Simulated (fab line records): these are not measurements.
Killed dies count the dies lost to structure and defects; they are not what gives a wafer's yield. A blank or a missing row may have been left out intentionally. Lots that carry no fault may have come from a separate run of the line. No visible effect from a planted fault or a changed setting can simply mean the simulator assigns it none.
Chamber matching    flow nand-harc    NHARC_A_CHANNEL_HOLE_D1_DESCUM_15 on rie-diel-11: 4 sister chambers
The step chemistry O2, time 3 s. 16 wafers are shown with their chamber, then 7 later ones without.

## WAFERS, EACH WITH ITS CHAMBER
wafer   chamber  showerhead-plenum-p-Torr (Torr)  rf-vpp-V (V)  oes-product-au (a.u.)
L501.1  3        2.01                             58.4          0.987
L501.5  0        1.78                             58.1          0.996
L501.6  3        2.00                             58.2          0.988
L504.3  2        2.00                             58.9          0.982
L504.4  1        2.06                             57.7          0.976
L504.5  2        2.00                             58.0          0.994
L505.1  2        2.00                             58.8          0.988
L505.3  1        2.06                             58.7          0.990
L505.4  0        1.78                             56.5          0.996
L509.2  3        2.00                             58.3          1.001
L509.5  0        1.78                             56.3          1.000
L520.1  0        1.78                             56.0          0.997
L520.5  1        2.05                             58.6          0.984
L520.6  0        1.78                             57.1          1.011
L522.2  1        2.05                             58.7          0.976
L522.4  2        2.00                             58.2          0.993

SIGNATURES (means of the wafers above)
reading                   chamber 0  chamber 1  chamber 2  chamber 3  scatter within a chamber
showerhead-plenum-p-Torr  1.7800     2.0550     2.0000     2.0033     0.00373
rf-vpp-V                  56.800     58.425     58.475     58.300     0.583
oes-product-au            1.00000    0.98150    0.98925    0.99200    0.00654
Rule: for a wafer and a chamber, the distance is found by dividing, reading by reading, the gap between the wafer's reading and the chamber's mean by the reading's scatter, squaring, summing and taking the root. If the next closest chamber is less than 2 further off than the closest, the wafer can't be placed; otherwise it belongs to the closest. The scatter: the root of (the sum of the squares of (reading less its chamber's mean) over the shown wafers, divided by (wafers less chambers)).

## WAFERS WITHOUT THEIR CHAMBER
wafer   showerhead-plenum-p-Torr (Torr)  rf-vpp-V (V)  oes-product-au (a.u.)
L522.5  2.00                             59.2          0.994
L523.2  2.00                             58.8          0.994
L523.3  2.05                             58.7          0.984
L523.4  1.78                             58.3          0.987
L524.2  2.00                             58.6          1.006
L524.3  1.99                             58.7          1.001
L524.6  2.00                             59.0          1.007

## CHAMBER TAKEN BY EACH
wafer   from the rows above      in truth
L522.5  can't be placed: 2 or 3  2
L523.2  can't be placed: 2 or 3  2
L523.3  1                        1
L523.4  0                        0
L524.2  can't be placed: 3 or 2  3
L524.3  can't be placed: 2 or 3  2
L524.6  can't be placed: 3 or 2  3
Correctly placed: 2 of 7. Cannot be placed on the basis of these rows: 5; the candidates contain the true chamber in 5. Wrongly placed: 0.
